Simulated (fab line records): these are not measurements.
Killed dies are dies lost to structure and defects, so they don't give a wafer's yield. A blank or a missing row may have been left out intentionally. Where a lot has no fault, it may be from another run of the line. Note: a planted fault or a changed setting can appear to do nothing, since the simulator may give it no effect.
Check of tool commonality -- flow nand_harc -- Lots sampled 14, wafers sampled 42

== WHY IT WAS OPENED ==
At NHARC_A_ONON_D1_THK_MEAS_05 the reading thk_nm is flagged on 2 of 14 lots. Wafers without a fault read 1003 nm, standard deviation 7.6.
Rule: flag the lot when none of its wafers has a number, or when each of its wafers that has one lies beyond 4 standard deviations from that mean. The rest of the lots are taken to be sound.

lot,measured,on,"thk_nm (nm), wafer by wafer",flag
L988,day 6 22:50,film_metro-01,1009 1011 1011,
L990,day 7 15:35,film_metro-01,1003 1007 1003,
L992,day 8 10:23,film_metro-02,998 1000 1000,
L991,day 9 04:21,film_metro-02,1006 1007 1006,
L994,day 9 11:52,film_metro-01,1006 1005 1005,
L995,day 9 21:37,film_metro-02,1008 1007 1006,
L997,day 10 19:14,film_metro-02,992 991 993,
L999,day 11 04:00,film_metro-01,1016 1016 1016,
L998,day 11 04:01,film_metro-01,1012 1011 1011,
L104,day 13 11:07,film_metro-01,1682 1682 1683,FLAGGED
L105,day 14 03:46,film_metro-02,1009 1008 1010,
L108,day 14 23:01,film_metro-01,1001 1003 1002,
L107,day 14 23:01,film_metro-02,1673 1675 1677,FLAGGED
L109,day 15 19:46,film_metro-01,1009 1010 1010,
The numbers of the flagged lots are 1679 nm on average: +676 nm against the usual, or +89 standard deviations.

== EACH LOT AND THE TOOL IT RAN ON ==
The record keeps 1 process step preceding the reading, out of 1302 steps on the route. In each cell: the tool, then ch and the chambers that the sampled wafers went through, then the start.
lot,flag,NHARC_A_ONON_D1_DEP_03
L988,,"pecvd_onon-01 ch 0, day 6 22:23"
L990,,"pecvd_onon-01 ch 0, day 7 15:08"
L992,,"pecvd_onon-03 ch 0, day 8 09:52"
L991,,"pecvd_onon-03 ch 0, day 9 03:58"
L994,,"pecvd_onon-02 ch 0, day 9 11:22"
L995,,"pecvd_onon-02 ch 0, day 9 21:07"
L997,,"pecvd_onon-02 ch 0, day 10 18:43"
L999,,"pecvd_onon-02 ch 0, day 11 03:30"
L998,,"pecvd_onon-01 ch 0, day 11 03:30"
L104,FLAGGED,"pecvd_onon-03 ch 0, day 13 10:43"
L105,,"pecvd_onon-02 ch 0, day 14 03:16"
L108,,"pecvd_onon-02 ch 0, day 14 22:40"
L107,FLAGGED,"pecvd_onon-03 ch 0, day 14 22:34"
L109,,"pecvd_onon-01 ch 0, day 15 19:18"
What the steps here do:
- NHARC_A_ONON_D1_DEP_03: target thk 1000 nm.
- NHARC_A_ONON_D1_THK_MEAS_05: measures by ellipsometry.

== FLAGGED OVER TOTAL, TOOL BY TOOL (the gauges that took the reading come last) ==
step,tool,lots run,flagged,share of the flagged lots,sound lots run after its first flagged lot
NHARC_A_ONON_D1_DEP_03,pecvd_onon-01,4,0,none,-
NHARC_A_ONON_D1_DEP_03,pecvd_onon-02,6,0,none,-
NHARC_A_ONON_D1_DEP_03,pecvd_onon-03,4,2,all,0
NHARC_A_ONON_D1_THK_MEAS_05,film_metro-01,8,1,some,"2 (L108,L109)"
NHARC_A_ONON_D1_THK_MEAS_05,film_metro-02,6,1,some,0

== WHAT THE TABLE PERMITS ==
Rows of the table that ran each flagged lot: 1, that is pecvd_onon-03 at NHARC_A_ONON_D1_DEP_03.
- pecvd_onon-03 at NHARC_A_ONON_D1_DEP_03 ran 4 lots, 2 of them flagged. Last sound lot L991 at day 9 03:58, first flagged lot L104 at day 13 10:43; a fault beginning in between fits.
One tool is left: pecvd_onon-03 at NHARC_A_ONON_D1_DEP_03.

== WHAT THE SIMULATOR HAD INSERTED ==
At NHARC_A_ONON_D1_DEP_03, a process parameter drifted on pecvd_onon-03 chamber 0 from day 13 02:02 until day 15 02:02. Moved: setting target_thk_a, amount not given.
Struck lots among those shown: L104, L107. Same finding as the rule above.
